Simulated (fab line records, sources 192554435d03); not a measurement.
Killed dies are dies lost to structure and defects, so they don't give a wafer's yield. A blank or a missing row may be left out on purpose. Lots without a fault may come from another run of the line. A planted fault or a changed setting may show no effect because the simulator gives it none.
fab line records | flow n5_finfet
record lots=5 wafers=15 last_day=17
route steps=1938 shown HKMG_FIN@428 BEOL_M4@1111 PASSIVATION@1936
lots that met no fault: from a run of the same line without faults
start_h: hours from the record's first day to the start of the lot's first wafer shown | wait_h: hours since the lot's step before | " the same as in the row above | L1.1+2: a row that stands for several wafers | - no value, or no start given | * or withheld: withheld | < > ~ a bound
route shown NAME@n: a module of which the file shows steps, and the number in the route of the first | usual: mean/standard deviation of fault-free wafers | same: alike in all rows | chamber/n: place in a boat | sites: the reading at each site | _std_site: their standard deviation | _edge_site: outer sites' mean less inner sites' | radius_mm: how far each site lies from the wafer's centre | mask NAME#n: copy n | behind: the tool/chamber that last shaped the wafer | hold: why the lot was held/for how many hours/how that ended | device: the transistor (n, p or np) that didn't switch | end of line: the same wafers' tests at the end of the route | a step without rows: its recipe alone | killed: dies lost to structure and defects at the first sort, not the wafer's yield | map: a wafer's dies, x killed, . not, _ none there
set.NAME: the setting as run; set.NAME@STEP: as run at that earlier step | model.NAME: the simulator's own value behind a step, which no gauge read
lots at some steps of the route; a table a step, a row a wafer
services: from which hour (start_h, from the record's first day; less than 0 if before it) a tool's chamber was out of use, for how many hours, and why
## steps
# step N5_HKMG_FIN_PEB_10
# recipe peb_temp_c=withheld peb_time_s=60 resist=CAR-ArF
# step N5_HKMG_FIN_DEVELOP_11
# recipe develop_time_s=30 developer=TMAH resist=CAR-ArF dev_temp_c=23 rinse_liquid=diw dry=air_spin
# step N5_HKMG_FIN_CD_MEAS_12
# recipe target_cd_nm=92.8 landing_energy_ev=500 detector=se_inlens
# usual cd_nm=92.2/0.65
# columns lot.wafer tool chamber start_h wait_h cd_nm
L103.1 cd_sem-02 0 118.46 - 93.4
L103.4 " 0 " " 92.5
L103.6 " 0 " " 92.1
L111.2 cd_sem-02 0 162.17 - 91.3
L111.4 " 0 " " 90.2
L111.5 " 0 " " 91.2
L113.2 cd_sem-03 0 176.03 - 91.6
L113.5 " 0 " " 92.6
L113.6 " 0 " " 91.0
L115.2 cd_sem-03 0 190.88 - 92.4
L115.4 " 0 " " 91.8
L115.5 " 0 " " 91.2
L117.3 cd_sem-03 0 203.07 - 91.9
L117.4 " 0 " " 92.6
L117.6 " 0 " " 92.5
# step N5_HKMG_FIN_OVL_MEAS_13
# recipe points_per_wafer=44
# usual NWFM_OVL=-0.4/0.95
# columns lot.wafer tool chamber start_h wait_h NWFM_OVL[nm]
L103.1 overlay-01 0 118.49 0.0 -0.3
L103.4 " 0 " " 0.5
L103.6 " 0 " " -0.7
L111.2 overlay-02 0 162.20 0.0 -1.1
L111.4 " 0 " " -0.8
L111.5 " 0 " " -2.1
L113.2 overlay-02 0 176.06 0.0 -1.7
L113.5 " 0 " " -0.6
L113.6 " 0 " " -1.1
L115.2 overlay-01 0 190.91 0.0 0.2
L115.4 " 0 " " 1.1
L115.5 " 0 " " 0.3
L117.3 overlay-01 0 203.10 0.0 -0.3
L117.4 " 0 " " -0.6
L117.6 " 0 " " -1.3
# step N5_HKMG_FIN_INSPECT_14
# recipe mode=adi inspect_instrument=macro
# usual raw_defect_count=2.0/1.3
# columns lot.wafer tool chamber start_h wait_h raw_defect_count
L103.1 defect_inspect-01 - 118.51 0.0 1
L103.4 " - " " 2
L103.6 " - " " 1
L111.2 defect_inspect-01 - 162.22 0.0 1
L111.4 " - " " 2
L111.5 " - " " 4
L113.2 defect_inspect-02 - 176.09 0.0 2
L113.5 " - " " 3
L113.6 " - " " 4
L115.2 defect_inspect-01 - 190.93 0.0 2
L115.4 " - " " 4
L115.5 " - " " 0
L117.3 defect_inspect-02 - 203.13 0.0 2
L117.4 " - " " 1
L117.6 " - " " 1
# step N5_HKMG_FIN_DESCUM_17
# recipe chemistry=O2 time_s=7.9 source_power_w=50 bias_power_w=20 pressure_mtorr=20 rf_frequency_hz=2.712e+07 temp_c=40 resist=CAR-ArF o2_flow_sccm=225
# usual drypump_motor_current_A=5.9/0.55 oes_product_au=0.77/0.085 rf_vpp_V=243.4/1.3 showerhead_plenum_p_Torr=2.10/0.075 throttle_valve_pct=20.48/0.23
# same time_s=7.9
# columns lot.wafer tool chamber start_h wait_h drypump_motor_current_A oes_product_au rf_hours_counter_h rf_vpp_V showerhead_plenum_p_Torr throttle_valve_pct
L103.1 rie_diel-02 3 119.24 0.7 6.6 0.77 135 242.6 2.10 20.41
L103.4 " 2 " " 6.3 0.91 29 244.2 2.21 20.14
L103.6 " 0 " " 6.0 0.82 - 244.3 2.01 20.23
L111.2 rie_diel-05 1 162.70 0.5 6.2 0.74 188 243.5 2.08 20.24
L111.4 " 0 " " 5.6 0.70 240 243.4 2.05 20.40
L111.5 " 2 " " 5.7 0.67 - 241.0 2.07 20.59
L113.2 rie_diel-02 0 177.68 1.6 6.0 0.78 110 242.5 2.00 20.26
L113.5 " 0 " " 6.0 0.78 - 240.5 2.00 20.26
L113.6 " 3 " " 6.6 0.73 - 244.0 2.09 20.45
L115.2 rie_diel-01 0 190.97 0.0 5.6 0.96 10 245.0 2.21 20.24
L115.4 " 1 " " 6.5 0.70 232 243.0 2.08 20.97
L115.5 " 1 " " 6.4 0.69 - 242.8 2.08 20.96
L117.3 rie_diel-05 3 203.16 0.0 5.5 0.85 56 245.2 2.23 20.52
L117.4 " 1 " " 6.2 0.73 - 243.0 2.07 20.25
L117.6 " 3 " " 5.5 0.85 - 244.9 2.23 20.52
# step N5_HKMG_FIN_ETCH_31
# recipe chemistry=CF4 target=SiARC target_depth_a=455 mask_material=CAR-ArF time_s=75.8 ion_energy_ev=80 pressure_mtorr=40 source_w=545 bias_w=36 Ar_flow_sccm=100 cf4_flow_sccm=100 ends=cleared
# step N5_HKMG_FIN_ETCH_32
# recipe chemistry=N2/H2 target=SOC target_depth_a=2400 temp_c=40 time_s=300 ion_energy_ev=200 mask_material=SiARC pressure_mtorr=30 source_w=840 bias_w=150 n2_flow_sccm=200 h2_flow_sccm=200
# usual bias_w=150.0/0.45 drypump_motor_current_A=5.9/0.55 n2_flow_sccm=200.0/0.55 oes_product_au=0.77/0.088 rf_vpp_V=524.3/2.6 showerhead_plenum_p_Torr=2.56/0.088 temp_c=40.00/0.11 throttle_valve_pct=17.87/0.2
# same time_s=300
# columns lot.wafer tool chamber start_h wait_h bias_w drypump_motor_current_A n2_flow_sccm oes_product_au rf_hours_counter_h rf_vpp_V showerhead_plenum_p_Torr temp_c throttle_valve_pct
L103.1 rie_diel-02 3 119.33 0.0 150.1 6.6 200.0 0.77 136 523.4 2.53 40.14 17.76
L103.4 " 2 " " 149.9 6.3 200.3 0.90 29 528.6 2.71 40.09 17.61
L103.6 " 0 " " 150.3 6.0 200.3 0.81 - 522.6 2.46 39.87 17.63
L111.2 rie_diel-05 1 162.79 0.0 150.3 6.2 200.7 0.74 188 523.9 2.52 40.28 17.60
L111.4 " 0 " " 149.7 5.6 200.7 0.68 240 522.5 2.52 39.82 18.07
L111.5 " 2 " " 150.0 5.7 200.7 0.67 - 522.2 2.51 40.04 18.04
L113.2 rie_diel-02 0 177.77 0.0 149.3 6.0 200.3 0.78 110 521.9 2.44 40.15 17.68
L113.5 " 0 " " 149.7 6.0 200.7 0.78 - 520.5 2.45 40.09 17.66
L113.6 " 3 " " 149.1 6.6 201.4 0.74 - 523.2 2.52 39.94 17.80
L115.2 rie_diel-01 0 191.06 0.0 150.4 5.6 200.4 0.96 10 528.1 2.72 39.92 17.73
L115.4 " 1 " " 149.9 6.4 199.6 0.67 232 522.4 2.50 39.92 18.11
L115.5 " 1 " " 149.4 6.5 199.1 0.67 - 521.8 2.50 39.86 18.11
L117.3 rie_diel-05 3 203.25 0.0 150.7 5.5 200.2 0.84 56 528.1 2.68 40.06 17.61
L117.4 " 1 " " 149.3 6.2 199.1 0.72 - 523.7 2.51 39.81 17.61
L117.6 " 3 " " 149.7 5.5 199.8 0.84 - 529.7 2.68 40.13 17.61
# step N5_HKMG_FIN_STRIP_33
# recipe chemistry=N2/H2 temp_c=40 n2_flow_sccm=200 h2_flow_sccm=200 rf_frequency_hz=6e+07
# step N5_HKMG_FIN_STRIP_34
# recipe chemistry=CF4 resist=SiARC power_w=300 bias_power_w=75 pressure_mtorr=50 cf4_flow_sccm=150 rf_frequency_hz=6e+07
# usual drypump_motor_current_A=5.8/0.54 oes_product_au=0.76/0.08 rf_vpp_V=271.4/1.7 showerhead_plenum_p_Torr=1.80/0.056 throttle_valve_pct=13.66/0.23
# columns lot.wafer tool chamber start_h wait_h drypump_motor_current_A oes_product_au rf_hours_counter_h rf_vpp_V showerhead_plenum_p_Torr throttle_valve_pct
L103.1 rie_diel-02 3 119.53 0.0 6.6 0.75 136 270.9 1.79 13.50
L103.4 " 2 " " 6.4 0.89 29 273.2 1.90 13.30
L103.6 " 0 " " 6.0 0.80 - 270.1 1.74 13.47
L111.2 rie_diel-05 1 162.98 0.0 6.2 0.72 188 270.3 1.79 13.56
L111.4 " 0 " " 5.6 0.69 240 270.9 1.79 13.86
L111.5 " 2 " " 5.7 0.67 - 271.4 1.77 13.83
L113.2 rie_diel-02 0 177.96 0.0 6.0 0.77 110 269.4 1.73 13.55
L113.5 " 0 " " 6.0 0.77 - 270.6 1.73 13.55
L113.6 " 3 " " 6.6 0.74 - 273.8 1.78 13.54
L115.2 rie_diel-01 0 191.25 0.0 5.6 0.95 10 273.1 1.91 13.44
L115.4 " 1 " " 6.4 0.70 232 272.6 1.78 14.08
L115.5 " 1 " " 6.4 0.70 - 269.5 1.78 14.07
L117.3 rie_diel-05 3 203.44 0.0 5.5 0.84 57 271.8 1.90 13.52
L117.4 " 1 " " 6.2 0.71 - 271.5 1.78 13.60
L117.6 " 3 " " 5.5 0.84 - 274.4 1.90 13.52
# step N5_HKMG_FIN_ETCH_35
# recipe chemistry=N2/H2 target=SOC target_depth_a=2158 ion_energy_ev=65 bias_w=5 source_w=3000 time_s=243.4 pressure_mtorr=30 n2_flow_sccm=200 h2_flow_sccm=200
# usual bias_w=5.001/0.016 drypump_motor_current_A=5.9/0.55 n2_flow_sccm=199.9/0.68 oes_product_au=0.77/0.089 rf_vpp_V=141.7/1 showerhead_plenum_p_Torr=2.56/0.088 throttle_valve_pct=17.88/0.2
# same time_s=243.4
# columns lot.wafer tool chamber start_h wait_h bias_w drypump_motor_current_A n2_flow_sccm oes_product_au rf_hours_counter_h rf_vpp_V showerhead_plenum_p_Torr throttle_valve_pct
L103.1 rie_diel-02 3 119.55 0.0 5.008 6.6 201.2 0.76 136 140.3 2.52 17.77
L103.4 " 2 " " 4.986 6.3 199.8 0.91 29 141.4 2.71 17.63
L103.6 " 0 " " 4.998 6.0 199.3 0.82 - 141.5 2.45 17.64
L111.2 rie_diel-05 1 163.00 0.0 4.984 6.2 199.3 0.73 188 142.1 2.52 17.59
L111.4 " 0 " " 5.005 5.6 200.3 0.69 240 141.1 2.52 18.10
L111.5 " 2 " " 4.991 5.7 200.1 0.66 - 142.3 2.51 18.06
L113.2 rie_diel-02 0 177.98 0.0 5.013 6.0 198.7 0.78 110 140.6 2.45 17.68
L113.5 " 0 " " 5.015 6.0 199.2 0.78 - 140.9 2.45 17.67
L113.6 " 3 " " 5.007 6.6 199.6 0.75 - 141.5 2.52 17.80
L115.2 rie_diel-01 0 191.27 0.0 4.989 5.6 199.1 0.95 10 142.8 2.72 17.73
L115.4 " 1 " " 5.024 6.5 201.1 0.67 232 141.3 2.50 18.14
L115.5 " 1 " " 5.000 6.4 201.5 0.68 - 140.9 2.50 18.12
L117.3 rie_diel-05 3 203.46 0.0 4.973 5.5 199.7 0.84 57 142.9 2.68 17.63
L117.4 " 1 " " 5.017 6.2 198.8 0.71 - 141.3 2.51 17.64
L117.6 " 3 " " 4.989 5.5 199.5 0.84 - 143.0 2.68 17.64
# step N5_HKMG_FIN_STRIP_92
# recipe chemistry=N2/H2 material=SOC time_s=20 power_w=500 temp_c=40 pressure_mtorr=50 rf_frequency_hz=6e+07 bias_power_w=8 h2_frac=0.5 n2_flow_sccm=300 h2_flow_sccm=300
# usual drypump_motor_current_A=5.9/0.55 n2_flow_sccm=299.9/0.88 oes_product_au=0.77/0.09 rf_vpp_V=54.3/0.81 showerhead_plenum_p_Torr=3.38/0.11 throttle_valve_pct=19.0/0.33
# same time_s=20
# columns lot.wafer tool chamber start_h wait_h drypump_motor_current_A n2_flow_sccm oes_product_au rf_hours_counter_h rf_vpp_V showerhead_plenum_p_Torr throttle_valve_pct
L103.1 rie_diel-02 3 119.69 0.1 6.6 300.2 0.77 136 53.9 3.34 19.1
L103.4 " 2 " " 6.4 300.6 0.93 29 55.2 3.57 18.7
L103.6 " 0 " " 6.0 299.2 0.80 - 53.5 3.25 18.5
L111.2 rie_diel-05 1 163.15 0.1 6.2 300.0 0.72 188 55.0 3.33 18.5
L111.4 " 0 " " 5.6 299.4 0.69 240 54.4 3.33 19.5
L111.5 " 2 " " 5.7 299.2 0.67 - 53.0 3.31 19.3
L113.2 rie_diel-02 0 178.13 0.1 6.0 300.3 0.77 110 52.5 3.24 18.5
L113.5 " 0 " " 6.0 299.8 0.78 - 52.7 3.23 18.5
L113.6 " 3 " " 6.6 299.3 0.75 - 54.3 3.32 19.1
L115.2 rie_diel-01 0 191.42 0.1 5.6 299.1 0.97 10 55.4 3.59 18.6
L115.4 " 1 " " 6.5 299.2 0.67 232 52.6 3.30 19.0
L115.5 " 1 " " 6.5 298.1 0.67 - 53.0 3.30 19.0
L117.3 rie_diel-05 3 203.61 0.1 5.5 298.7 0.83 57 54.6 3.53 18.5
L117.4 " 1 " " 6.2 299.6 0.71 - 53.9 3.32 18.5
L117.6 " 3 " " 5.5 300.0 0.83 - 55.3 3.53 18.5
# step N5_HKMG_FIN_WET_ETCH_18
# recipe chemistry=SC1 target=TiN mix=1:1:5 temp_c=* time_s=55 target_depth_nm=5.2 dry=ipa_marangoni rinse_time_s=30 rinse_temp_c=23
# usual bath_guard_temp_C=* temp_c=*
# same time_s=55
# columns lot.wafer tool chamber start_h wait_h bath_guard_temp_C temp_c
L103.1 wet_bench-03 6 119.78 0.1 * *
L103.4 " 5 " " * *
L103.6 " 7 " " * *
L111.2 wet_bench-06 1 163.23 0.1 * *
L111.4 " 4 " " * *
L111.5 " 5 " " * *
L113.2 wet_bench-01 7 178.21 0.1 * *
L113.5 " 0 " " * *
L113.6 " 3 " " * *
L115.2 wet_bench-06 6 191.50 0.1 * *
L115.4 " 5 " " * *
L115.5 " 4 " " * *
L117.3 wet_bench-01 6 203.69 0.1 * *
L117.4 " 7 " " * *
L117.6 " 1 " " * *
# step N5_HKMG_FIN_STRIP_19
# recipe chemistry=N2/H2 power_w=2500 temp_c=300 h2_frac=0.65 time_s=360 pressure_mtorr=withheld n2_flow_sccm=1750 h2_flow_sccm=3250
# step N5_BEOL_M4_RC_MEAS_101
# usual DIBL_N=35.9/1.7 DIBL_P=35.8/2.2 IOFF_N=0.15/0.03 IOFF_P=0.21/0.036 ION_N=674/12 ION_P=463/7.2 SS_N=71.3/0.59 SS_P=73.1/0.69 VT_N=250/3 VT_P=-251/3.2
# columns lot.wafer tool chamber start_h wait_h DIBL_N[mV/V] DIBL_P[mV/V] IOFF_N[nA/um] IOFF_P[nA/um] ION_N[uA/um] ION_P[uA/um] SS_N[mV/dec] SS_P[mV/dec] VT_N[mV] VT_P[mV]
L103.1 prober-02 0 216.42 0.0 39.7 41.3 0.23 0.28 699 477 72.9 74.5 244 -247
L103.4 " 0 " " 39.4 41.2 0.25 0.29 699 473 72.5 74.0 242 -246
L103.6 " 0 " " 38.7 40.3 0.21 0.26 696 473 72.3 73.9 246 -248
L111.2 prober-01 0 268.94 0.2 34.4 36.4 0.15 0.19 675 463 71.0 73.3 250 -250
L111.4 " 0 " " 36.4 38.8 0.18 0.23 679 461 71.9 73.9 248 -250
L111.5 " 0 " " 32.5 34.2 0.12 0.16 669 467 70.7 73.5 254 -251
L113.2 prober-01 0 271.74 0.2 39.8 40.8 0.26 0.31 709 479 72.2 74.6 242 -245
L113.5 " 0 " " 35.2 35.9 0.15 0.22 676 470 71.8 72.9 248 -248
L113.6 " 0 " " 31.8 31.7 0.10 0.16 663 462 71.2 71.7 255 -255
L115.2 prober-01 0 292.35 0.2 34.4 33.1 0.13 0.18 670 460 70.5 72.7 256 -252
L115.4 " 0 " " 34.6 34.8 0.14 0.22 668 462 70.9 73.2 253 -246
L115.5 " 0 " " 35.0 36.0 0.15 0.23 662 458 70.9 73.6 250 -247
L117.3 prober-02 0 307.67 0.3 37.7 37.0 0.20 0.23 693 470 72.2 73.7 244 -250
L117.4 " 0 " " 35.1 33.8 0.14 0.19 672 461 72.2 72.1 250 -250
L117.6 " 0 " " 36.1 35.1 0.16 0.20 677 457 72.2 73.6 249 -250
# step N5_PASSIVATION_PROBE_49
# usual defect_limited_yield=91.0/1.5 killed_at_M0_to_M3=35/12 killed_at_M4_up=15/5.8 killed_at_contacts=14/7.2 killed_at_front_end=40/10 killed_at_other=3/3 killed_dies=106/18 killed_open=68/14 killed_short=35/7.2 sort_bin_4_leakage=0.00/0.0071 sort_bin_5_function=5.2/0.96 sort_bin_6_memory=3.3/0.69 sort_n_pass=1074/18 sort_yield_pct=91.0/1.5
# same gross_dies=1180 killed_at_back_side=0 sort_bin_8_speed[%]=0
# columns lot.wafer tool chamber start_h wait_h defect_limited_yield[%] killed_at_M0_to_M3 killed_at_M4_up killed_at_contacts killed_at_front_end killed_at_other killed_dies killed_open killed_short sort_bin_4_leakage[%] sort_bin_5_function[%] sort_bin_6_memory[%] sort_n_pass sort_yield_pct[%]
L103.1 prober-01 - 315.28 0.0 91.3 24 20 5 52 2 103 70 32 0 5.7 3.0 1077 91.3
L103.4 prober-01 - 315.43 0.2 91.1 33 13 5 52 2 105 62 39 0 5.0 3.2 1075 91.1
L103.6 prober-01 - 315.53 0.3 91.1 33 12 6 50 4 105 67 36 0 5.1 3.5 1075 91.1
L111.2 prober-02 - 365.15 0.6 90.6 38 16 17 37 3 111 67 36 0 4.9 3.9 1069 90.6
L111.4 prober-02 - 365.25 0.7 91.0 48 17 6 35 0 106 76 30 0 5.8 3.1 1074 91.0
L111.5 prober-02 - 365.30 0.7 91.2 47 15 4 29 9 104 55 44 0 4.8 3.4 1076 91.2
L113.2 prober-02 - 378.10 0.1 93.2 40 8 5 27 0 80 46 28 0.08 3.6 2.5 1099 93.1
L113.5 prober-02 - 378.25 0.2 92.3 43 9 5 32 2 91 53 38 0 4.0 3.2 1089 92.3
L113.6 prober-02 - 378.30 0.3 92.0 40 7 3 36 8 94 67 26 0 4.2 3.3 1086 92.0
L115.2 prober-02 - 385.80 0.1 90.0 29 21 15 52 1 118 73 44 0 6.1 3.7 1062 90.0
L115.4 prober-02 - 385.90 0.2 90.9 33 14 14 44 2 107 72 30 0 5.7 3.0 1073 90.9
L115.5 prober-02 - 385.95 0.2 90.3 18 23 19 52 2 114 71 32 0 5.8 3.3 1066 90.3
L117.3 prober-02 - 415.39 0.1 91.7 22 12 10 42 12 98 63 33 0 5.1 3.1 1082 91.7
L117.4 prober-02 - 415.44 0.2 93.1 21 7 14 35 4 81 48 29 0 3.7 2.7 1099 93.1
L117.6 prober-02 - 415.54 0.3 89.7 33 17 7 59 6 122 56 60 0 6.6 3.1 1058 89.7
# killed by level:class
L103.1 STI_FIN_REVEAL:geometric_particle:open=20 BEOL_M4:geometric_particle:open=9 FIN_SAQP:geometric_particle:short=6 GATE_CUT:geometric_particle:short=5 MOL_CONTACT_COAG:geometric_particle:open=5 BEOL_M5:geometric_particle:open=5 FIN_SAQP:geometric_particle:open=4 BEOL_M1:geometric_particle:open=4
L103.4 FIN_SAQP:geometric_particle:short=11 FIN_SAQP:geometric_particle:open=9 BEOL_M0_SAQP:geometric_particle:open=8 STI_FIN_REVEAL:geometric_particle:open=7 BEOL_M0_SAQP:geometric_particle:short=7 BEOL_M3:geometric_particle:open=6 STI_FIN_REVEAL:geometric_particle:short=5 MOL_CONTACT_COAG:geometric_particle:open=5
L103.6 STI_FIN_REVEAL:geometric_particle:open=16 BEOL_M0_SAQP:geometric_particle:short=12 BEOL_M0_SAQP:geometric_particle:open=11 FIN_SAQP:geometric_particle:short=8 BEOL_M4:geometric_particle:open=8 FIN_SAQP:geometric_particle:open=6 ILD0:geometric_particle:short=5 MOL_CONTACT_COAG:geometric_particle:open=4
L111.2 BEOL_M2:geometric_particle:open=15 FIN_SAQP:geometric_particle:short=10 MOL_CONTACT_COAG:geometric_particle:open=10 FIN_SAQP:geometric_particle:open=9 BEOL_M4:geometric_particle:open=8 BEOL_M3:geometric_particle:open=7 MOL_CONTACT_COAG:geometric_particle:short=6 HKMG_FIN:area_etch=6
L111.4 BEOL_M0_SAQP:geometric_particle:open=13 BEOL_M4:geometric_particle:open=11 BEOL_M3:geometric_particle:open=9 BEOL_M0_SAQP:geometric_particle:short=7 BEOL_M2:geometric_particle:open=7 FIN_SAQP:geometric_particle:open=5 ILD0:geometric_particle:open=5 MOL_CONTACT_COAG:geometric_particle:open=5
L111.5 BEOL_M0_SAQP:geometric_particle:short=13 BEOL_M0_SAQP:geometric_particle:open=13 BEOL_M2:geometric_particle:open=10 FIN_SAQP:geometric_particle:short=8 BEOL_M4:geometric_particle:open=7 BEOL_M3:geometric_particle:open=5 FIN_SAQP:geometric_particle:open=4 GATE_CUT:geometric_particle:short=4
L113.2 BEOL_M0_SAQP:geometric_particle:short=11 BEOL_M0_SAQP:geometric_particle:open=8 BEOL_M3:geometric_particle:open=7 BEOL_M2:geometric_particle:open=6 HKMG_FIN:area_etch=6 STI_FIN_REVEAL:geometric_particle:open=5 MOL_CONTACT_COAG:geometric_particle:open=5 FIN_SAQP:geometric_particle:open=4
L113.5 BEOL_M3:geometric_particle:open=16 FIN_SAQP:geometric_particle:short=11 BEOL_M0_SAQP:geometric_particle:short=9 BEOL_M1:geometric_particle:open=8 GATE_CUT:geometric_particle:short=5 MOL_CONTACT_COAG:geometric_particle:open=5 BEOL_M4:geometric_particle:open=5 BEOL_M0_SAQP:geometric_particle:open=4
L113.6 BEOL_M3:geometric_particle:open=11 STI_FIN_REVEAL:geometric_particle:open=10 FIN_SAQP:geometric_particle:open=7 BEOL_M2:geometric_particle:open=7 GATE_CUT:geometric_particle:open=6 BEOL_M0_SAQP:geometric_particle:open=6 BEOL_M4:geometric_particle:open=5 PASS1_CAP:geometric_particle:open=5
L115.2 FIN_SAQP:geometric_particle:open=15 MOL_CONTACT_COAG:geometric_particle:open=12 FIN_SAQP:geometric_particle:short=11 BEOL_M0_SAQP:geometric_particle:short=10 BEOL_M4:geometric_particle:open=8 BEOL_M2:geometric_particle:open=7 GATE_CUT:geometric_particle:short=6 STARTING-WAFER:geometric_particle:short=6
L115.4 FIN_SAQP:geometric_particle:open=15 MOL_CONTACT_COAG:geometric_particle:open=13 FIN_SAQP:geometric_particle:short=11 BEOL_M0_SAQP:geometric_particle:open=10 BEOL_M0_SAQP:geometric_particle:short=9 BEOL_M4:geometric_particle:open=5 BEOL_M2:geometric_particle:open=4 STI_FIN_REVEAL:geometric_particle:open=4
L115.5 MOL_CONTACT_COAG:geometric_particle:open=14 FIN_SAQP:geometric_particle:open=11 FIN_SAQP:geometric_particle:short=9 STI_FIN_REVEAL:geometric_particle:open=9 BEOL_M0_SAQP:geometric_particle:open=7 BEOL_M4:geometric_particle:open=7 BEOL_M5:geometric_particle:open=6 HKMG_FIN:area_etch=6
L117.3 STI_FIN_REVEAL:geometric_particle:open=16 BEOL_M0_SAQP:geometric_particle:open=7 MOL_CONTACT_COAG:geometric_particle:open=7 STARTING-WAFER:geometric_particle:short=6 FIN_SAQP:geometric_particle:open=5 ILD0:geometric_particle:short=5 BEOL_M0_SAQP:geometric_particle:short=5 BEOL_M1:geometric_particle:open=4
L117.4 MOL_CONTACT_COAG:geometric_particle:open=9 BEOL_M0_SAQP:geometric_particle:open=7 BEOL_M0_SAQP:geometric_particle:short=7 FIN_SAQP:geometric_particle:short=6 FIN_SAQP:geometric_particle:open=6 STI_FIN_REVEAL:geometric_particle:open=5 STARTING-WAFER:geometric_particle:open=5 ILD0:geometric_particle:short=4
L117.6 FIN_SAQP:geometric_particle:short=20 BEOL_M0_SAQP:geometric_particle:short=14 FIN_SAQP:geometric_particle:open=12 BEOL_M4:geometric_particle:open=7 MOL_CONTACT_COAG:geometric_particle:open=6 BEOL_M1:geometric_particle:open=6 BEOL_M0_SAQP:geometric_particle:open=5 STI_FIN_REVEAL:geometric_particle:short=4
## services
# columns tool chamber start_h hours kind
rie_diel-01 3 95.39 - clean
rie_diel-01 3 95.39 - consumable_replace:focus_ring
rie_diel-01 3 95.39 21.6 scheduled_down
rie_diel-01 3 95.39 21.6 vent_cycle
rie_diel-01 0 127.32 - clean
rie_diel-01 0 127.32 - consumable_replace:focus_ring
rie_diel-01 0 127.32 - consumable_replace:showerhead
rie_diel-01 0 127.32 22.1 scheduled_down
rie_diel-01 0 127.32 22.1 vent_cycle
rie_diel-05 2 174.17 - clean
rie_diel-05 2 174.17 - consumable_replace:focus_ring
rie_diel-05 2 174.17 18.4 scheduled_down
rie_diel-05 2 174.17 18.4 vent_cycle
rie_diel-05 0 193.08 - clean
rie_diel-05 0 193.08 - consumable_replace:focus_ring
rie_diel-05 0 193.08 30.1 scheduled_down
rie_diel-05 0 193.08 30.1 vent_cycle
rie_diel-02 - 195.44 3.7 repair
## key
first_sign step=N5_HKMG_FIN_WET_ETCH_18 reading=temp_c direction=down sigmas=39 usual=* struck=*
effect step=N5_HKMG_FIN_WET_ETCH_18 reading=bath_guard_temp_C direction=down sigmas=6.1 usual=* struck=*
met_at N5_HKMG_FIN_WET_ETCH_18
struck_wafers L115.2
fault kind=process_parameter_drift tool=wet_bench-06 chamber=6 onset_h=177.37 steps=N5_HKMG_FIN_WET_ETCH_18 channel=temp_c offset=* shape=step end_h=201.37 acts_in=* stated=*
